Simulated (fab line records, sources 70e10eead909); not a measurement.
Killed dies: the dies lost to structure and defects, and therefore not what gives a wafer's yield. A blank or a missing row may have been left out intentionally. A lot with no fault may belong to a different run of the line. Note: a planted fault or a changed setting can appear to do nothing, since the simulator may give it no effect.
The tool behind it: which one? | flow nand harc | 11 lots with 33 wafers sampled at 6 steps, on a route of 1302 steps

== WHAT THE GAUGES READ, wafer by wafer ==
NHARC_P_GATE_CD_MEAS_26 targets a cd of 120 nm.
lot  | measured     | on        | cd nm (nm)
L716 | day 5 08:46  | cd sem-02 | 119.7 120.3 119.6
L718 | day 5 20:08  | cd sem-03 | 119.3 120.0 119.9
L719 | day 6 01:05  | cd sem-02 | 120.2 120.0 120.2
L720 | day 6 15:53  | cd sem-01 | 120.1 121.0 121.0
L724 | day 8 05:43  | cd sem-02 | 119.3 119.3 119.5
L725 | day 8 17:38  | cd sem-01 | 120.3 120.1 119.4
L726 | day 9 09:23  | cd sem-02 | 120.1 120.3 120.0
L728 | day 9 23:06  | cd sem-03 | 120.2 119.6 119.4
L734 | day 12 12:25 | cd sem-02 | 91.1 90.7 91.2
L736 | day 13 10:04 | cd sem-01 | 91.2 91.1 91.2
L739 | day 14 11:53 | cd sem-02 | 120.5 120.5 120.3

NHARC_END_SORT_01.
lot  | measured     | on        | killed at array | killed at other | killed at periphery | killed dies | killed open | killed short
L734 | day 31 19:35 | prober-01 | 49 55 54        | 0 0 1           | 578 587 605         | 627 642 660 | 3 3 5       | 5 1 4
L736 | day 33 04:25 | prober-01 | 77 81 70        | 0 1 5           | 584 572 586         | 661 654 661 | 3 6 1       | 2 3 3

== EACH LOT AND THE TOOL THAT RAN IT (in order: tool; ch and the chambers of the sampled wafers; start) ==
lot  | NHARC_P_GATE_DESCUM_13             | NHARC_P_GATE_PEB_24               | NHARC_P_GATE_STRIP_108             | NHARC_P_GATE_ALD_36
L716 | rie diel-06 ch 0,2,3, day 4 17:41  | litho track-04 ch 0, day 5 08:41  | rie diel-08 ch 0,2,3, day 5 09:36  | ald sin-02 ch 0,2,3, day 5 10:13
L718 | rie diel-04 ch 0,1,3, day 5 06:01  | litho track-06 ch 0, day 5 20:04  | rie diel-04 ch 2,3, day 5 20:57    | ald sin-01 ch 0,1,2, day 5 23:43
L719 | rie diel-06 ch 2,3, day 5 11:25    | litho track-04 ch 0, day 6 00:59  | rie diel-08 ch 0,2,3, day 6 01:53  | ald sin-04 ch 0,3, day 6 02:31
L720 | rie diel-06 ch 1,2, day 6 00:26    | litho track-01 ch 0, day 6 15:48  | rie diel-04 ch 1,2,3, day 6 16:41  | ald sin-02 ch 1,2, day 6 18:23
L724 | rie diel-08 ch 1,2,3, day 7 16:02  | litho track-04 ch 0, day 8 05:38  | rie diel-06 ch 1,3, day 8 06:31    | ald sin-01 ch 1,2, day 8 08:14
L725 | rie diel-08 ch 0,2, day 8 03:37    | litho track-04 ch 0, day 8 17:34  | rie diel-06 ch 0,2,3, day 8 18:38  | ald sin-04 ch 0,1, day 8 19:19
L726 | rie diel-08 ch 0,1, day 8 15:20    | litho track-01 ch 0, day 9 09:17  | rie diel-04 ch 1,2,3, day 9 10:12  | ald sin-02 ch 0,2, day 9 10:49
L728 | rie diel-06 ch 0,2,3, day 9 07:45  | litho track-06 ch 0, day 9 23:01  | rie diel-08 ch 1,2, day 9 23:54    | ald sin-04 ch 0,2, day 10 00:32
L734 | rie diel-08 ch 0,3, day 11 22:41   | litho track-04 ch 0, day 12 12:20 | rie diel-08 ch 1,2,3, day 12 13:15 | ald sin-04 ch 0,1,2, day 12 14:57
L736 | rie diel-04 ch 0,1,3, day 12 19:17 | litho track-04 ch 0, day 13 09:59 | rie diel-04 ch 0,2,3, day 13 10:53 | ald sin-04 ch 0,1,2, day 13 11:31
L739 | rie diel-08 ch 0,1,2, day 13 18:47 | litho track-01 ch 0, day 14 11:48 | rie diel-08 ch 0,2, day 14 12:48   | ald sin-01 ch 1,3, day 14 13:25
- NHARC_P_GATE_DESCUM_13: chemistry O2, time 3 s.
- NHARC_P_GATE_PEB_24: peb time 65 s.
- NHARC_P_GATE_STRIP_108: strips in O2.
- NHARC_P_GATE_ALD_36: deposits SiNx, target thk 20 nm, pulse time 60 s, ald cycles 223.

== WHAT THE TOOLS THEMSELVES READ (means of the sampled wafers that have a number; where no wafer has one, the mark that the record gives instead) ==
NHARC_P_GATE_DESCUM_13.
lot  | tool        | drypump motor current A (A) | oes product au (a.u.) | rf vpp V (V) | showerhead plenum p Torr (Torr) | throttle valve pct (%)
L716 | rie diel-06 | 5.5                         | 0.998                 | 58.5         | 1.94                            | 11.316
L718 | rie diel-04 | 5.7                         | 0.990                 | 57.5         | 1.90                            | 11.303
L719 | rie diel-06 | 6.0                         | 1.003                 | 58.0         | 1.98                            | 11.316
L720 | rie diel-06 | 5.9                         | 0.995                 | 58.1         | 1.96                            | 11.305
L724 | rie diel-08 | 5.7                         | 0.998                 | 57.8         | 1.87                            | 11.318
L725 | rie diel-08 | 5.6                         | 1.000                 | 57.7         | 1.90                            | 11.322
L726 | rie diel-08 | 5.6                         | 0.998                 | 58.8         | 1.91                            | 11.308
L728 | rie diel-06 | 5.5                         | 1.006                 | 57.7         | 1.94                            | 11.314
L734 | rie diel-08 | 6.0                         | 0.995                 | 57.6         | 1.97                            | 11.315
L736 | rie diel-04 | 5.7                         | 0.999                 | 58.2         | 1.90                            | 11.306
L739 | rie diel-08 | 5.6                         | 0.998                 | 57.9         | 1.90                            | 11.311

NHARC_P_GATE_PEB_24.
lot  | tool           | heater power total W (W) | plate temp C (C)
L716 | litho track-04 | 156.3                    | 100.00
L718 | litho track-06 | 156.5                    | 100.03
L719 | litho track-04 | 156.1                    | 99.89
L720 | litho track-01 | 156.8                    | 99.98
L724 | litho track-04 | 156.7                    | 100.01
L725 | litho track-04 | 156.3                    | 100.02
L726 | litho track-01 | 156.4                    | 99.84
L728 | litho track-06 | 156.5                    | 100.16
L734 | litho track-04 | 178.9                    | 110.10
L736 | litho track-04 | 178.7                    | 110.23
L739 | litho track-01 | 156.6                    | 100.04

NHARC_P_GATE_STRIP_108.
lot  | tool        | drypump motor current A (A) | oes product au (a.u.) | rf vpp V (V) | showerhead plenum p Torr (Torr) | throttle valve pct (%)
L716 | rie diel-08 | 5.8                         | 0.993                 | 58.7         | 3.56                            | 17.038
L718 | rie diel-04 | 5.4                         | 0.989                 | 57.6         | 3.66                            | 17.042
L719 | rie diel-08 | 5.8                         | 1.000                 | 57.9         | 3.56                            | 17.041
L720 | rie diel-04 | 5.7                         | 0.990                 | 57.1         | 3.60                            | 17.034
L724 | rie diel-06 | 6.0                         | 1.014                 | 57.9         | 3.64                            | 17.043
L725 | rie diel-06 | 5.5                         | 1.008                 | 57.9         | 3.58                            | 17.033
L726 | rie diel-04 | 5.7                         | 0.997                 | 57.3         | 3.60                            | 17.036
L728 | rie diel-08 | 5.5                         | 0.996                 | 58.0         | 3.40                            | 17.033
L734 | rie diel-08 | 5.7                         | 1.001                 | 57.6         | 3.45                            | 17.031
L736 | rie diel-04 | 5.6                         | 1.003                 | 57.9         | 3.55                            | 17.047
L739 | rie diel-08 | 5.7                         | 0.997                 | 57.9         | 3.62                            | 17.037

NHARC_P_GATE_ALD_36.
lot  | tool       | heater power w (W) | precursor pulse height rel
L716 | ald sin-02 | 847                | 0.994
L718 | ald sin-01 | 852                | 0.992
L719 | ald sin-04 | 941                | 1.011
L720 | ald sin-02 | 855                | 1.004
L724 | ald sin-01 | 863                | 0.995
L725 | ald sin-04 | 952                | 0.975
L726 | ald sin-02 | 896                | 1.018
L728 | ald sin-04 | 1048               | 0.998
L734 | ald sin-04 | 984                | 0.991
L736 | ald sin-04 | 985                | 0.997
L739 | ald sin-01 | 822                | 0.995

== THE ANSWER, worked out from the rows above alone ==
Rule: what is usual is taken from the lots themselves. Put in order of their means at a reading, lots are off if they are a third of the lots or fewer, leave a main group of 4 or more, and stand apart from it by a gap of 3 or more times the standard deviation of the main group's means; of several such gaps the widest counts. A main group whose means are all the same, to the digits that the tables above print for the reading, isn't used. Also off: a lot with no number at a reading for which 4 or more lots have one. Where the step has rows for the other lots, those lots are counted as sound. Order of review: gauges by route order, followed by the tools' own readings, for which a lot's mean as printed above is used. At the first step where some lot is off, the reading lying furthest off is the one used; lots without a number count as furthest.
Off: L734, L736, at NHARC_P_GATE_CD_MEAS_26 (cd nm). For the main group the mean is 120.0 nm and the standard deviation 0.38.
A tool fits if, at a process step before that reading, it ran every lot that is off, and no sound lot after the first of them. Not tried: the gauges at NHARC_P_GATE_CD_MEAS_26; whatever is off there is also off at NHARC_P_GATE_PEB_24, on other tools, and gauge error can't account for it. One candidate fits, namely litho track-04 at NHARC_P_GATE_PEB_24. A fault onset in the window from L725 (day 8 17:34, its last sound lot) to L734 (day 12 12:20, its first lot off) fits.
The tool's own readings at NHARC_P_GATE_PEB_24 bear it out: on the lots that are off they differ by more than 5 times the standard deviation of the sound lots' means. heater power total W reads 178.8 W there against 156.5 W on the sound lots; plate temp C reads 110.16 C there against 100.00 C on the sound lots.

== WHAT THE SIMULATOR HAD PUT IN ==
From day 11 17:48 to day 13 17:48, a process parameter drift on litho track-04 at NHARC_P_GATE_PEB_24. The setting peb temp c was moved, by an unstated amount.
Shown lots that were struck: L734, L736. Same finding as the rule above.
